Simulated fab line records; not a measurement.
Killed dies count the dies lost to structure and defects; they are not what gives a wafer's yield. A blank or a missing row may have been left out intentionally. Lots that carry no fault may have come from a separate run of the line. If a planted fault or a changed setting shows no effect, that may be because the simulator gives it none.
fab line records / flow nand-harc
record: lots: 6 wafers: 18 last-day: 32
route steps=1302 shown A_DECK1_JOINT@533 A_ONON_D2@545 END@1302
lots untouched by any fault: they come from a run of this same line in which no faults occurred
start-h: start of the lot's first displayed wafer, in hours after the record's first day / wait-h: hours since the lot's step before / " same as the row above / L1.1+2: one row covering several wafers at once / - no value, or no start was given / * or withheld: withheld / < > ~ a bound
route shown NAME@n: NAME is a module with steps in the file, n the number in the route of the first one / usual: mean/standard deviation taken from wafers without a fault / same: alike in all rows / chamber/n: place in a boat / sites: each site's reading / _std_site: standard deviation of those values / _edge_site: the outer-site mean with the inner-site mean subtracted / radius-mm: how far each site lies from the wafer's centre / mask NAME#n: copy n / behind: the tool/chamber that last shaped the wafer / hold: why the lot was held/for how many hours/how that ended / device: the transistor (n, p or np) that didn't switch / end of line: tests of these same wafers at the route's end / a step given without rows: its recipe and nothing more / killed: dies that structure and defects cost at the first sort, which is not the same as the wafer's yield / map: a wafer's dies, x killed, . not, _ none there
set.NAME: setting as actually run; set.NAME@STEP: the setting as run at that earlier step / model.NAME: the simulator's own value behind a step, which no gauge read
lots at some steps of the route; a table a step, a row a wafer
services: from which hour (start-h, from the record's first day; less than 0 if before it) a tool's chamber was out of use, for how many hours, and why
== steps ==
step: NHARC_A_DECK1_JOINT_CVD_34
recipe: target-thk-a: 200 temp-c: 700 pressure-mtorr: 300 material: SiNx
step: NHARC_A_DECK1_JOINT_DEP_06
recipe: target-thk-a: 800 temp-c: 65 material: SiOx
step: NHARC_A_DECK1_JOINT_CURE_26
recipe: temp-c: 150 time-s: 32 pressure-atm: 0.395
step: NHARC_A_DECK1_JOINT_ANNEAL_27
recipe: temp-c: 400 time-s: 3600 idle-temp-c: 300 ramp-up-c-per-min: 10 densification-p-h2o-torr: 640
step: NHARC_A_DECK1_JOINT_ANNEAL_28
recipe: temp-c: 500 time-s: 1800 idle-temp-c: 400 ramp-up-c-per-min: 10 densification-p-h2o-torr: 640
step: NHARC_A_DECK1_JOINT_ANNEAL_29
recipe: temp-c: 750 time-s: 1800 idle-temp-c: 500 ramp-up-c-per-min: 10 ramp-down-c-per-min: 3
step: NHARC_A_DECK1_JOINT_CMP_02
recipe: material: SiOx
usual: motor-current-A: 11.5/0.94
lot.wafer=L394.1 tool=cmp-03 chamber=3 start-h=279.19 wait-h=0.4 motor-current-A=12.2
lot.wafer=L394.5 tool=cmp-03 chamber=1 start-h=279.19 wait-h=0.4 motor-current-A=11.7
lot.wafer=L394.6 tool=cmp-03 chamber=2 start-h=279.19 wait-h=0.4 motor-current-A=11.4
lot.wafer=L397.1 tool=cmp-04 chamber=2 start-h=301.68 wait-h=0.4 motor-current-A=10.3
lot.wafer=L397.4 tool=cmp-04 chamber=0 start-h=301.68 wait-h=0.4 motor-current-A=11.8
lot.wafer=L397.6 tool=cmp-04 chamber=1 start-h=301.68 wait-h=0.4 motor-current-A=11.4
lot.wafer=L406.1 tool=cmp-03 chamber=2 start-h=406.98 wait-h=0.4 motor-current-A=10.8
lot.wafer=L406.6 tool=cmp-03 chamber=3 start-h=406.98 wait-h=0.4 motor-current-A=11.8
lot.wafer=L406.5 tool=cmp-03 chamber=0 start-h=406.98 wait-h=0.4 motor-current-A=10.1
lot.wafer=L408.2 tool=cmp-04 chamber=2 start-h=428.78 wait-h=0.4 motor-current-A=10.8
lot.wafer=L408.5 tool=cmp-04 chamber=2 start-h=428.78 wait-h=0.4 motor-current-A=10.0
lot.wafer=L408.6 tool=cmp-04 chamber=3 start-h=428.78 wait-h=0.4 motor-current-A=13.3
lot.wafer=L407.2 tool=cmp-01 chamber=3 start-h=428.83 wait-h=0.4 motor-current-A=10.4
lot.wafer=L407.1 tool=cmp-01 chamber=0 start-h=428.83 wait-h=0.4 motor-current-A=12.3
lot.wafer=L407.5 tool=cmp-01 chamber=2 start-h=428.83 wait-h=0.4 motor-current-A=11.6
lot.wafer=L415.3 tool=cmp-01 chamber=1 start-h=489.76 wait-h=0.4 motor-current-A=13.5
lot.wafer=L415.2 tool=cmp-01 chamber=3 start-h=489.76 wait-h=0.4 motor-current-A=11.2
lot.wafer=L415.4 tool=cmp-01 chamber=0 start-h=489.76 wait-h=0.4 motor-current-A=12.3
step: NHARC_A_DECK1_JOINT_SRD_15
step: NHARC_A_DECK1_JOINT_DEP_16
recipe: target-thk-a: 450 temp-c: 400 pressure-torr: 6.5 rf-w: 900 teos-flow-sccm: 161.4 flow-sccm: 2650 target-thk-nm: 45 gas: O2 material: SiO2
usual: heater-power-w: 567/110 throttle-valve-pct: 15.9/0.38
lot.wafer=L394.1 tool=pecvd-01 chamber=1 start-h=279.58 wait-h=0.1 heater-power-w=701 throttle-valve-pct=16.2
lot.wafer=L394.5 tool=pecvd-01 chamber=0 start-h=279.58 wait-h=0.1 heater-power-w=516 throttle-valve-pct=15.7
lot.wafer=L394.6 tool=pecvd-01 chamber=2 start-h=279.58 wait-h=0.1 heater-power-w=743 throttle-valve-pct=16.4
lot.wafer=L397.1 tool=pecvd-03 chamber=2 start-h=302.04 wait-h=0.1 heater-power-w=565 throttle-valve-pct=16.6
lot.wafer=L397.4 tool=pecvd-03 chamber=0 start-h=302.04 wait-h=0.1 heater-power-w=459 throttle-valve-pct=15.8
lot.wafer=L397.6 tool=pecvd-03 chamber=1 start-h=302.04 wait-h=0.1 heater-power-w=657 throttle-valve-pct=15.4
lot.wafer=L406.1 tool=pecvd-01 chamber=2 start-h=407.33 wait-h=0.1 heater-power-w=698 throttle-valve-pct=16.5
lot.wafer=L406.5 tool=pecvd-01 chamber=1 start-h=407.33 wait-h=0.1 heater-power-w=645 throttle-valve-pct=15.4
lot.wafer=L406.6 tool=pecvd-01 chamber=2 start-h=407.33 wait-h=0.1 heater-power-w=678 throttle-valve-pct=16.0
lot.wafer=L408.2 tool=pecvd-03 chamber=1 start-h=429.17 wait-h=0.1 heater-power-w=680 throttle-valve-pct=15.4
lot.wafer=L408.5 tool=pecvd-03 chamber=1 start-h=429.17 wait-h=0.1 heater-power-w=691 throttle-valve-pct=15.9
lot.wafer=L408.6 tool=pecvd-03 chamber=2 start-h=429.17 wait-h=0.1 heater-power-w=474 throttle-valve-pct=16.1
lot.wafer=L407.1 tool=pecvd-04 chamber=2 start-h=429.19 wait-h=0.1 heater-power-w=537 throttle-valve-pct=16.1
lot.wafer=L407.2 tool=pecvd-04 chamber=0 start-h=429.19 wait-h=0.1 heater-power-w=620 throttle-valve-pct=16.4
lot.wafer=L407.5 tool=pecvd-04 chamber=1 start-h=429.19 wait-h=0.1 heater-power-w=522 throttle-valve-pct=16.2
lot.wafer=L415.2 tool=pecvd-04 chamber=2 start-h=490.15 wait-h=0.1 heater-power-w=509 throttle-valve-pct=15.5
lot.wafer=L415.3 tool=pecvd-04 chamber=0 start-h=490.15 wait-h=0.1 heater-power-w=630 throttle-valve-pct=15.7
lot.wafer=L415.4 tool=pecvd-04 chamber=1 start-h=490.15 wait-h=0.1 heater-power-w=485 throttle-valve-pct=15.6
step: NHARC_A_DECK1_JOINT_THK_MEAS_17
recipe: thk-meas-gauge: ellipsometry
usual: thk-nm: 44.8/1.1
lot.wafer=L394.1 tool=film-metro-01 chamber=- start-h=279.83 wait-h=0.2 thk-nm=46.4
lot.wafer=L394.5 tool=film-metro-01 chamber=- start-h=279.83 wait-h=0.2 thk-nm=46.2
lot.wafer=L394.6 tool=film-metro-01 chamber=- start-h=279.83 wait-h=0.2 thk-nm=46.2
lot.wafer=L397.1 tool=film-metro-01 chamber=- start-h=302.32 wait-h=0.3 thk-nm=43.6
lot.wafer=L397.4 tool=film-metro-01 chamber=- start-h=302.32 wait-h=0.3 thk-nm=44.9
lot.wafer=L397.6 tool=film-metro-01 chamber=- start-h=302.32 wait-h=0.3 thk-nm=44.4
lot.wafer=L406.1 tool=film-metro-02 chamber=- start-h=407.58 wait-h=0.2 thk-nm=44.1
lot.wafer=L406.5 tool=film-metro-02 chamber=- start-h=407.58 wait-h=0.2 thk-nm=45.2
lot.wafer=L406.6 tool=film-metro-02 chamber=- start-h=407.58 wait-h=0.2 thk-nm=44.6
lot.wafer=L407.1 tool=film-metro-01 chamber=- start-h=429.45 wait-h=0.2 thk-nm=46.3
lot.wafer=L407.2 tool=film-metro-01 chamber=- start-h=429.45 wait-h=0.2 thk-nm=44.9
lot.wafer=L407.5 tool=film-metro-01 chamber=- start-h=429.45 wait-h=0.2 thk-nm=45.4
lot.wafer=L408.2 tool=film-metro-02 chamber=- start-h=429.45 wait-h=0.3 thk-nm=43.9
lot.wafer=L408.5 tool=film-metro-02 chamber=- start-h=429.45 wait-h=0.3 thk-nm=43.3
lot.wafer=L408.6 tool=film-metro-02 chamber=- start-h=429.45 wait-h=0.3 thk-nm=46.1
lot.wafer=L415.2 tool=film-metro-01 chamber=- start-h=490.43 wait-h=0.3 thk-nm=45.0
lot.wafer=L415.3 tool=film-metro-01 chamber=- start-h=490.43 wait-h=0.3 thk-nm=44.7
lot.wafer=L415.4 tool=film-metro-01 chamber=- start-h=490.43 wait-h=0.3 thk-nm=46.8
step: NHARC_A_DECK1_JOINT_INSPECT_05
usual: raw-defect-count: 301/110
lot.wafer=L394.1 tool=defect-inspect-01 chamber=- start-h=279.87 wait-h=0.0 raw-defect-count=313
lot.wafer=L394.5 tool=defect-inspect-01 chamber=- start-h=279.87 wait-h=0.0 raw-defect-count=169
lot.wafer=L394.6 tool=defect-inspect-01 chamber=- start-h=279.87 wait-h=0.0 raw-defect-count=226
lot.wafer=L397.1 tool=defect-inspect-02 chamber=- start-h=302.36 wait-h=0.0 raw-defect-count=280
lot.wafer=L397.4 tool=defect-inspect-02 chamber=- start-h=302.36 wait-h=0.0 raw-defect-count=344
lot.wafer=L397.6 tool=defect-inspect-02 chamber=- start-h=302.36 wait-h=0.0 raw-defect-count=287
lot.wafer=L406.1 tool=defect-inspect-01 chamber=- start-h=407.61 wait-h=0.0 raw-defect-count=495
lot.wafer=L406.5 tool=defect-inspect-01 chamber=- start-h=407.61 wait-h=0.0 raw-defect-count=451
lot.wafer=L406.6 tool=defect-inspect-01 chamber=- start-h=407.61 wait-h=0.0 raw-defect-count=411
lot.wafer=L407.1 tool=defect-inspect-01 chamber=- start-h=429.48 wait-h=0.0 raw-defect-count=358
lot.wafer=L407.2 tool=defect-inspect-01 chamber=- start-h=429.48 wait-h=0.0 raw-defect-count=678
lot.wafer=L407.5 tool=defect-inspect-01 chamber=- start-h=429.48 wait-h=0.0 raw-defect-count=466
lot.wafer=L408.2 tool=defect-inspect-02 chamber=- start-h=429.49 wait-h=0.0 raw-defect-count=197
lot.wafer=L408.5 tool=defect-inspect-02 chamber=- start-h=429.49 wait-h=0.0 raw-defect-count=313
lot.wafer=L408.6 tool=defect-inspect-02 chamber=- start-h=429.49 wait-h=0.0 raw-defect-count=193
lot.wafer=L415.2 tool=defect-inspect-02 chamber=- start-h=490.47 wait-h=0.0 raw-defect-count=241
lot.wafer=L415.3 tool=defect-inspect-02 chamber=- start-h=490.47 wait-h=0.0 raw-defect-count=194
lot.wafer=L415.4 tool=defect-inspect-02 chamber=- start-h=490.47 wait-h=0.0 raw-defect-count=300
step: NHARC_A_ONON_D2_DEP_00
recipe: target-thk-a: 10000 n2-flow-sccm: 2750 n2o-flow-sccm: 2000 nh3-flow-sccm: 500 sih4-flow-sccm: 210 temp-c: 400
lot.wafer=L394.1+5+6 tool=pecvd-onon-02 chamber=0 start-h=279.93 wait-h=0.1
lot.wafer=L397.1+4+6 tool=pecvd-onon-02 chamber=0 start-h=302.43 wait-h=0.1
lot.wafer=L406.1+5+6 tool=pecvd-onon-02 chamber=0 start-h=407.68 wait-h=0.1
lot.wafer=L407.1+2+5 tool=pecvd-onon-02 chamber=0 start-h=429.55 wait-h=0.1
lot.wafer=L408.2+5+6 tool=pecvd-onon-04 chamber=0 start-h=429.72 wait-h=0.2
lot.wafer=L415.2+3+4 tool=pecvd-onon-04 chamber=0 start-h=490.59 wait-h=0.1
step: NHARC_A_ONON_D2_THK_MEAS_02
recipe: thk-meas-gauge: ellipsometry
usual: thk-nm: 1003/10
lot.wafer=L394.1 tool=film-metro-01 chamber=- start-h=280.45 wait-h=- thk-nm=995
lot.wafer=L394.5 tool=film-metro-01 chamber=- start-h=280.45 wait-h=- thk-nm=994
lot.wafer=L394.6 tool=film-metro-01 chamber=- start-h=280.45 wait-h=- thk-nm=995
lot.wafer=L397.1 tool=film-metro-01 chamber=- start-h=302.94 wait-h=- thk-nm=981
lot.wafer=L397.4 tool=film-metro-01 chamber=- start-h=302.94 wait-h=- thk-nm=982
lot.wafer=L397.6 tool=film-metro-01 chamber=- start-h=302.94 wait-h=- thk-nm=982
lot.wafer=L406.1 tool=film-metro-01 chamber=- start-h=408.19 wait-h=- thk-nm=1662
lot.wafer=L406.5 tool=film-metro-01 chamber=- start-h=408.19 wait-h=- thk-nm=1659
lot.wafer=L406.6 tool=film-metro-01 chamber=- start-h=408.19 wait-h=- thk-nm=1659
lot.wafer=L407.1 tool=film-metro-02 chamber=- start-h=430.06 wait-h=- thk-nm=1656
lot.wafer=L407.2 tool=film-metro-02 chamber=- start-h=430.06 wait-h=- thk-nm=1655
lot.wafer=L407.5 tool=film-metro-02 chamber=- start-h=430.06 wait-h=- thk-nm=1653
lot.wafer=L408.2 tool=film-metro-02 chamber=- start-h=430.17 wait-h=- thk-nm=997
lot.wafer=L408.5 tool=film-metro-02 chamber=- start-h=430.17 wait-h=- thk-nm=997
lot.wafer=L408.6 tool=film-metro-02 chamber=- start-h=430.17 wait-h=- thk-nm=995
lot.wafer=L415.2 tool=film-metro-01 chamber=- start-h=491.05 wait-h=- thk-nm=1001
lot.wafer=L415.3 tool=film-metro-01 chamber=- start-h=491.05 wait-h=- thk-nm=1002
lot.wafer=L415.4 tool=film-metro-01 chamber=- start-h=491.05 wait-h=- thk-nm=1003
step: NHARC_A_ONON_D2_DEP_03
recipe: target-thk-a: 10000 n2-flow-sccm: 2750 n2o-flow-sccm: 2000 nh3-flow-sccm: 500 sih4-flow-sccm: 210 temp-c: 400
step: NHARC_END_SORT_01
recipe: temp-c: 25
usual: killed-at-array: 52/16 killed-at-other: 0.8/1.1 killed-at-periphery: 4.2/2.5 killed-dies: 57/16 killed-open: 3.4/2 killed-short: 2.6/1.6
same: gross-dies: 677
lot.wafer=L406.1 tool=prober-01 chamber=0 start-h=690.74 wait-h=2.5 killed-at-array=673 killed-at-other=0 killed-at-periphery=4 killed-dies=677 killed-open=5 killed-short=1
lot.wafer=L406.5 tool=prober-01 chamber=0 start-h=693.92 wait-h=3.7 killed-at-array=673 killed-at-other=2 killed-at-periphery=2 killed-dies=677 killed-open=4 killed-short=1
lot.wafer=L406.6 tool=prober-01 chamber=0 start-h=694.72 wait-h=4.0 killed-at-array=671 killed-at-other=1 killed-at-periphery=5 killed-dies=677 killed-open=5 killed-short=4
lot.wafer=L407.1 tool=prober-01 chamber=0 start-h=708.21 wait-h=2.5 killed-at-array=676 killed-at-other=0 killed-at-periphery=1 killed-dies=677 killed-open=4 killed-short=2
lot.wafer=L407.2 tool=prober-01 chamber=0 start-h=709.02 wait-h=2.8 killed-at-array=676 killed-at-other=0 killed-at-periphery=1 killed-dies=677 killed-open=3 killed-short=2
lot.wafer=L407.5 tool=prober-01 chamber=0 start-h=711.44 wait-h=3.7 killed-at-array=676 killed-at-other=0 killed-at-periphery=1 killed-dies=677 killed-open=1 killed-short=7
killed by level:class
L406.1 A_ONON_D2:area-dep=645 A_CHANNEL_HOLE_D2:chamber-film-flake=12 A_CONTACT:chamber-film-flake=5 A_CHANNEL_HOLE_D1:chamber-film-flake=3 P_M0:geometric-particle:open=2 A_ZERO_WELL:chamber-film-flake=2 A_SLIT:chamber-film-flake=2 P_M0:geometric-particle:short=1
L406.5 A_ONON_D2:area-dep=642 A_CHANNEL_HOLE_D2:chamber-film-flake=15 A_CHANNEL_HOLE_D1:chamber-film-flake=3 A_CONTACT:chamber-film-flake=3 A_ONON_D1:geometric-particle:open=2 A_ZERO_WELL:chamber-film-flake=2 A_STAIRCASE:chamber-film-flake=2 A_ONON_D2:geometric-particle:short=1
L406.6 A_ONON_D2:area-dep=635 A_CHANNEL_HOLE_D2:chamber-film-flake=14 A_CHANNEL_HOLE_D1:chamber-film-flake=5 P_ZERO_WELL:chamber-film-flake=5 A_STAIRCASE:chamber-film-flake=3 A_WL_FILL:geometric-particle:short=2 A_M0:geometric-particle:open=2 A_SGD_CUT:chamber-film-flake=2
L407.1 A_ONON_D2:area-dep=623 A_CHANNEL_HOLE_D1:chamber-film-flake=33 A_STAIRCASE:chamber-film-flake=7 A_CONTACT:chamber-film-flake=3 A_ONON_D1:geometric-particle:open=2 A_SLIT:chamber-film-flake=2 A_ONON_D1:geometric-particle:short=1 A_ONON_D2:geometric-particle:open=1
L407.2 A_ONON_D2:area-dep=631 A_CHANNEL_HOLE_D1:chamber-film-flake=19 A_CONTACT:chamber-film-flake=8 A_STAIRCASE:chamber-film-flake=7 A_SLIT:chamber-film-flake=5 A_CHANNEL_FILL_D1:geometric-particle:short=2 A_SOURCE_PLATE:geometric-particle:open=1 A_ONON_D2:geometric-particle:open=1
L407.5 A_ONON_D2:area-dep=626 A_CHANNEL_HOLE_D1:chamber-film-flake=29 A_STAIRCASE:chamber-film-flake=6 A_CONTACT:chamber-film-flake=5 A_SLIT:chamber-film-flake=2 P_CONTACT:geometric-particle:short=1 A_ONON_D1:geometric-particle:short=1 A_CHANNEL_FILL_D1:geometric-particle:short=1
map L406.1 (x killed, . not)
____________x____________
_________xxxxxxx_________
_______xxxxxxxxxxx_______
______xxxxxxxxxxxxx______
_____xxxxxxxxxxxxxxx_____
____xxxxxxxxxxxxxxxxx____
____xxxxxxxxxxxxxxxxx____
___xxxxxxxxxxxxxxxxxxx___
___xxxxxxxxxxxxxxxxxxx___
__xxxxxxxxxxxxxxxxxxxxx__
__xxxxxxxxxxxxxxxxxxxxx__
_xxxxxxxxxxxxxxxxxxxxxxx_
_xxxxxxxxxxxxxxxxxxxxxxx_
_xxxxxxxxxxxxxxxxxxxxxxx_
_xxxxxxxxxxxxxxxxxxxxxxx_
_xxxxxxxxxxxxxxxxxxxxxxx_
xxxxxxxxxxxxxxxxxxxxxxxxx
xxxxxxxxxxxxxxxxxxxxxxxxx
xxxxxxxxxxxxxxxxxxxxxxxxx
xxxxxxxxxxxxxxxxxxxxxxxxx
xxxxxxxxxxxxxxxxxxxxxxxxx
_xxxxxxxxxxxxxxxxxxxxxxx_
_xxxxxxxxxxxxxxxxxxxxxxx_
_xxxxxxxxxxxxxxxxxxxxxxx_
_xxxxxxxxxxxxxxxxxxxxxxx_
_xxxxxxxxxxxxxxxxxxxxxxx_
__xxxxxxxxxxxxxxxxxxxxx__
__xxxxxxxxxxxxxxxxxxxxx__
___xxxxxxxxxxxxxxxxxxx___
___xxxxxxxxxxxxxxxxxxx___
____xxxxxxxxxxxxxxxxx____
____xxxxxxxxxxxxxxxxx____
_____xxxxxxxxxxxxxxx_____
______xxxxxxxxxxxxx______
_______xxxxxxxxxxx_______
_________xxxxxxx_________
____________x____________
map L407.1 (x killed, . not)
____________x____________
_________xxxxxxx_________
_______xxxxxxxxxxx_______
______xxxxxxxxxxxxx______
_____xxxxxxxxxxxxxxx_____
____xxxxxxxxxxxxxxxxx____
____xxxxxxxxxxxxxxxxx____
___xxxxxxxxxxxxxxxxxxx___
___xxxxxxxxxxxxxxxxxxx___
__xxxxxxxxxxxxxxxxxxxxx__
__xxxxxxxxxxxxxxxxxxxxx__
_xxxxxxxxxxxxxxxxxxxxxxx_
_xxxxxxxxxxxxxxxxxxxxxxx_
_xxxxxxxxxxxxxxxxxxxxxxx_
_xxxxxxxxxxxxxxxxxxxxxxx_
_xxxxxxxxxxxxxxxxxxxxxxx_
xxxxxxxxxxxxxxxxxxxxxxxxx
xxxxxxxxxxxxxxxxxxxxxxxxx
xxxxxxxxxxxxxxxxxxxxxxxxx
xxxxxxxxxxxxxxxxxxxxxxxxx
xxxxxxxxxxxxxxxxxxxxxxxxx
_xxxxxxxxxxxxxxxxxxxxxxx_
_xxxxxxxxxxxxxxxxxxxxxxx_
_xxxxxxxxxxxxxxxxxxxxxxx_
_xxxxxxxxxxxxxxxxxxxxxxx_
_xxxxxxxxxxxxxxxxxxxxxxx_
__xxxxxxxxxxxxxxxxxxxxx__
__xxxxxxxxxxxxxxxxxxxxx__
___xxxxxxxxxxxxxxxxxxx___
___xxxxxxxxxxxxxxxxxxx___
____xxxxxxxxxxxxxxxxx____
____xxxxxxxxxxxxxxxxx____
_____xxxxxxxxxxxxxxx_____
______xxxxxxxxxxxxx______
_______xxxxxxxxxxx_______
_________xxxxxxx_________
____________x____________
== services ==
tool=cmp-03 chamber=- start-h=260.05 hours=4.0 kind=pm
tool=pecvd-01 chamber=- start-h=260.23 hours=0.2 kind=repair
tool=cmp-04 chamber=- start-h=263.76 hours=4.8 kind=repair
tool=pecvd-04 chamber=- start-h=269.18 hours=13.0 kind=pm
tool=cmp-01 chamber=- start-h=283.50 hours=4.0 kind=pm
tool=cmp-03 chamber=- start-h=300.79 hours=0.4 kind=repair
tool=pecvd-04 chamber=- start-h=303.80 hours=1.0 kind=repair
tool=cmp-04 chamber=- start-h=307.11 hours=4.0 kind=pm
tool=pecvd-01 chamber=- start-h=311.30 hours=13.0 kind=pm
tool=pecvd-onon-04 chamber=- start-h=311.54 hours=13.0 kind=pm
tool=cmp-01 chamber=- start-h=312.69 hours=1.3 kind=repair
tool=cmp-04 chamber=- start-h=314.06 hours=2.3 kind=repair
tool=cmp-04 chamber=- start-h=355.50 hours=1.8 kind=repair
tool=cmp-03 chamber=- start-h=358.05 hours=4.0 kind=pm
tool=pecvd-03 chamber=- start-h=366.06 hours=13.0 kind=pm
tool=pecvd-onon-02 chamber=- start-h=366.16 hours=13.0 kind=pm
tool=cmp-04 chamber=- start-h=368.41 hours=1.2 kind=repair
tool=cmp-01 chamber=- start-h=381.50 hours=4.0 kind=pm
tool=cmp-04 chamber=- start-h=405.11 hours=4.0 kind=pm
tool=pecvd-01 chamber=0 start-h=411.01 hours=3.8 kind=repair
tool=cmp-01 chamber=- start-h=417.64 hours=1.4 kind=repair
tool=cmp-03 chamber=- start-h=426.25 hours=1.3 kind=repair
tool=cmp-04 chamber=- start-h=433.57 hours=9.1 kind=repair
tool=pecvd-01 chamber=- start-h=447.24 hours=2.4 kind=repair
== key ==
first-sign: step: NHARC_A_ONON_D2_THK_MEAS_02 reading: thk-nm direction: up sigmas: 64 usual: 1003 struck: 1657
effect: step: NHARC_END_SORT_01 reading: killed-at-array direction: up sigmas: 39 usual: 52 struck: 674
more-kills-born-at: NHARC_A_ONON_D2_DEP_00@pecvd-onon-02: 3802
met-at NHARC_A_ONON_D2_DEP_00
struck-wafers L406.1,L406.5,L406.6,L407.1,L407.2,L407.5
later-rows-left-out L406.1,L406.5,L406.6,L407.1,L407.2,L407.5
tester-left-out L406,L407
onset-between 302.43 407.68
fault: kind: process-parameter-drift tool: pecvd-onon-02 chamber: 0 onset-h: 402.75 steps: NHARC_A_ONON_D2_DEP_00 channel: target-thk-a offset: * shape: step end-h: 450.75 acts-in: * stated: *
tester-left-out: of these lots the tester's yield and bins aren't shown, on N5 and GAA mostly nor the transistor test; their killed dies are dies lost to structure and defects alone, not to doping, threshold or leakage, so they don't give the yield
later-rows-left-out: the simulator's readings of these wafers behind a module that went badly wrong aren't trusted and aren't shown, but for the sort
